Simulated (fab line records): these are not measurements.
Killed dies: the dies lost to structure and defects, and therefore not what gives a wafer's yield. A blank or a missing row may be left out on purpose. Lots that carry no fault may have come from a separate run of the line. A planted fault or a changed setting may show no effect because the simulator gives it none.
Lot-split experiment + flow n5-finfet + route with 1938 steps; 7 lots, 39 wafers read

THE SPLIT
At N5_BEOL_M7_TRENCH_ETCH_37 (etches SiCOH lowk in C4F6/O2, target depth 93.478 nm, time 31.2 s), the setting target-depth-a was moved away from the recipe's 934.78 angstrom on 12 of the 39 wafers read, by -40.7% to +47.5%. This setting was run at the recipe's value on the other wafers.

FROM THE SPLIT TO THE READING: what the file shows between them, 4 steps
- N5_BEOL_M7_ETCH_41: etches SiCN in CH3F/O2, target depth 31.9 nm, time 57.8 s
- N5_BEOL_M7_STRIP_80: strips in N2/H2, time 10 s
- N5_BEOL_M7_ECD_50: material Cu, target thk 300 nm
- N5_BEOL_M7_ANNEAL_51: time 90 s

THE READING
Cu_of_BEOL_M7_ECD_50.thk-nm (the simulator's own value, which no gauge read), in nm, at N5_BEOL_M7_CMP_52 (polishes, stops on SiCOH lowk, t overpolish 6.9 s, target thk 80 nm). No usual value for it is given in the file. Across the 27 wafers here that went through the recipe, the average is 79.8 nm and the standard deviation 2.2 nm.

| wafer  | tool, chamber at the split | target-depth-a as run, angstrom | against the recipe | Cu_of_BEOL_M7_ECD_50.thk-nm, nm | against lot-mates on the recipe |
|--------|----------------------------|---------------------------------|--------------------|---------------------------------|---------------------------------|
| L076.4 | rie-diel-03, 3             | 934.78                          | recipe             | 77.8                            | -                               |
| L076.3 | rie-diel-03, 0             | 934.78                          | recipe             | 82.4                            | -                               |
| L076.2 | rie-diel-03, 2             | 934.78                          | recipe             | 79                              | -                               |
| L076.1 | rie-diel-03, 1             | 934.78                          | recipe             | 75.6                            | -                               |
| L076.5 | rie-diel-03, 1             | 934.78                          | recipe             | 77.2                            | -                               |
| L076.6 | rie-diel-03, 0             | 934.78                          | recipe             | 83                              | -                               |
| L080.1 | rie-diel-02, 1             | 934.78                          | recipe             | 82.4                            | -                               |
| L080.2 | rie-diel-02, 3             | 1379                            | +47.5%             | 122.4                           | +40.1                           |
| L080.4 | rie-diel-02, 0             | 934.78                          | recipe             | 83.6                            | -                               |
| L080.3 | rie-diel-02, 2             | 1379                            | +47.5%             | 123                             | +40.7                           |
| L080.6 | rie-diel-02, 3             | 1379                            | +47.5%             | 123.2                           | +40.9                           |
| L080.5 | rie-diel-02, 0             | 934.78                          | recipe             | 80.8                            | -                               |
| L083.4 | rie-diel-03, 3             | 934.78                          | recipe             | 77                              | -                               |
| L083.3 | rie-diel-03, 2             | 934.78                          | recipe             | 79.4                            | -                               |
| L083.6 | rie-diel-03, 0             | 934.78                          | recipe             | 82.6                            | -                               |
| L086.2 | rie-diel-02, 0             | 1242                            | +32.9%             | 111.8                           | +33.7                           |
| L086.1 | rie-diel-02, 2             | 1242                            | +32.9%             | 107.8                           | +29.7                           |
| L086.4 | rie-diel-02, 3             | 1242                            | +32.9%             | 108.2                           | +30.1                           |
| L086.3 | rie-diel-02, 1             | 934.78                          | recipe             | 76.8                            | -                               |
| L086.5 | rie-diel-02, 1             | 934.78                          | recipe             | 80.4                            | -                               |
| L086.6 | rie-diel-02, 2             | 934.78                          | recipe             | 77.2                            | -                               |
| L091.2 | rie-diel-02, 2             | 934.78                          | recipe             | 79.6                            | -                               |
| L091.1 | rie-diel-02, 0             | 934.78                          | recipe             | 81                              | -                               |
| L091.3 | rie-diel-02, 3             | 934.78                          | recipe             | 78.8                            | -                               |
| L091.4 | rie-diel-02, 3             | 934.78                          | recipe             | 80                              | -                               |
| L091.6 | rie-diel-02, 0             | 934.78                          | recipe             | 84                              | -                               |
| L091.5 | rie-diel-02, 2             | 934.78                          | recipe             | 77                              | -                               |
| L092.4 | rie-diel-02, 3             | 934.78                          | recipe             | 78.6                            | -                               |
| L092.1 | rie-diel-02, 0             | 554.4                           | -40.7%             | 44.2                            | -35.5                           |
| L092.6 | rie-diel-02, 0             | 554.4                           | -40.7%             | 44.2                            | -35.5                           |
| L092.3 | rie-diel-02, 3             | 934.78                          | recipe             | 79.8                            | -                               |
| L092.2 | rie-diel-02, 1             | 934.78                          | recipe             | 80.8                            | -                               |
| L092.5 | rie-diel-02, 1             | 554.4                           | -40.7%             | 41.6                            | -38.1                           |
| L095.4 | rie-diel-02, 2             | 1179                            | +26.1%             | 103.2                           | +23.1                           |
| L095.2 | rie-diel-02, 0             | 1179                            | +26.1%             | 104.4                           | +24.3                           |
| L095.1 | rie-diel-02, 1             | 934.78                          | recipe             | 81.2                            | -                               |
| L095.3 | rie-diel-02, 3             | 934.78                          | recipe             | 78.6                            | -                               |
| L095.5 | rie-diel-02, 1             | 934.78                          | recipe             | 80.6                            | -                               |
| L095.6 | rie-diel-02, 0             | 1179                            | +26.1%             | 105.8                           | +25.7                           |

FIT RESULTS
A straight line over all 39 wafers: Cu_of_BEOL_M7_ECD_50.thk-nm changes by +0.905 nm for each +1% of target-depth-a; r = +0.99; the points scatter about the line by 2.1 nm.
The same after taking each lot's own level away (the mean of its wafers on the recipe; 39 wafers): +0.892 nm for each +1%; r = +0.99; scatter 2 nm.
Per that fit: largest target-depth-a move, reading shift of 42 nm.
Measured against the standard deviation above, the lots' own levels, which go from 78.13 to 82.27 nm, span 1.9 times it.
So the lot-to-lot level changes the slope little: the two slopes agree.
Check: +42.8 nm against its lot-mates is what the line predicts for one of the wafers moved furthest among these (+47.5%) when that wafer is left out of the fit. It came out at +40.1 nm against them.

OTHER SPLITS ON THESE WAFERS
These wafers also went through other splits before the reading. Each is held against what the fit with the lots' levels taken away leaves over:
| other split on the same wafers     | wafers away from the commonest value | r with Cu_of_BEOL_M7_ECD_50.thk-nm (lot level and that fit taken away) |
|------------------------------------|--------------------------------------|------------------------------------------------------------------------|
| N5_DUMMY_GATE_DESCUM_20 time-s     | 18                                   | +0.00                                                                  |
| N5_HKMG_FIN_ETCH_55 time-s         | 12                                   | +0.04                                                                  |
| N5_BEOL_M0_SAQP_PECVD_97 time-s    | 12                                   | -0.29                                                                  |
| N5_BEOL_M3_ALD_98 ald-cycles       | 15                                   | +0.14                                                                  |
| N5_BEOL_M7_ILD_DEP_00 target-thk-a | 18                                   | -0.07                                                                  |

THE WHOLE CHAIN: every reading that the file lists as answering this split, in the file's order
| step                      | what it does                                                        | reading                                                                      | change (the file's fit)               | r (the file's) |
|---------------------------|---------------------------------------------------------------------|------------------------------------------------------------------------------|---------------------------------------|----------------|
| N5_BEOL_M7_TRENCH_ETCH_37 | etches SiCOH lowk in C4F6/O2, target depth 93.478 nm, time 31.2 s   | etch.depth-nm (the simulator's own value, which no gauge read)               | +0.896 nm for each +1% of the setting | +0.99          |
| N5_BEOL_M7_TRENCH_ETCH_37 | etches SiCOH lowk in C4F6/O2, target depth 93.478 nm, time 31.2 s   | BEOL_M7.feature-depth-nm (the simulator's own value, which no gauge read)    | +0.895 nm for each +1% of the setting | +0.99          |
| N5_BEOL_M7_CMP_52         | polishes, stops on SiCOH lowk, t overpolish 6.9 s, target thk 80 nm | Cu_of_BEOL_M7_ECD_50.thk-nm (the simulator's own value, which no gauge read) | +0.893 nm for each +1% of the setting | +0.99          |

FILE'S OWN FIT
Cu_of_BEOL_M7_ECD_50.thk-nm changes by +0.893 nm for each +1% of target-depth-a, r = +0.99.
